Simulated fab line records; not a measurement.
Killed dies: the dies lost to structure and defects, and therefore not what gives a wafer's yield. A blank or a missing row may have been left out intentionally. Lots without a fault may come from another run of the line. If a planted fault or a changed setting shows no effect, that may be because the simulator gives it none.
Chamber matching | flow nand harc | NHARC_A_CONTACT_DEP_85 on pecvd-02 has 3 sister chambers
The step deposits SiON, target thk 60 nm. 3 wafers are shown with their chamber, then 10 later ones without.

## WAFERS PAIRED WITH THEIR CHAMBERS
wafer  | chamber | heater power w (W)
L088.4 | 2       | 734
L089.3 | 1       | 634
L089.4 | 0       | 684

## WAFERS WHOSE CHAMBER IS MISSING
wafer  | heater power w (W)
L089.5 | 698
L090.1 | 664
L090.5 | 653
L090.6 | 682
L094.2 | 721
L094.5 | 630
L094.6 | 717
L097.3 | 717
L097.5 | 698
L097.6 | 689

## CHAMBER TAKEN BY EACH
wafer  | from the rows above     | in truth
L089.5 | can't be placed: 0 or 2 | 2
L090.1 | can't be placed: 0 or 1 | 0
L090.5 | can't be placed: 1 or 0 | 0
L090.6 | 0                       | 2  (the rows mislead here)
L094.2 | can't be placed: 2 or 0 | 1
L094.5 | 1                       | 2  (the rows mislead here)
L094.6 | can't be placed: 2 or 0 | 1
L097.3 | can't be placed: 2 or 0 | 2
L097.5 | can't be placed: 0 or 2 | 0
L097.6 | 0                       | 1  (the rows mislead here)
Placed correctly: 0 of 10. Can't be placed from these rows: 7 (the true chamber is among the candidates in 5). Wrongly placed: 3.
How it was worked out, from the rows above alone: a wafer's distance from a chamber is the root of the sum, over the readings, of the square of ((its reading less the chamber's mean) divided by the reading's scatter). The wafer belongs to the nearest chamber; if the next one is less than 2 further off, it can't be placed. The mean given for a chamber averages the wafers shown for that chamber. The scatter: with one shown wafer a chamber, the root of the mean of the squares of how far each hidden wafer lies from its nearest shown one.
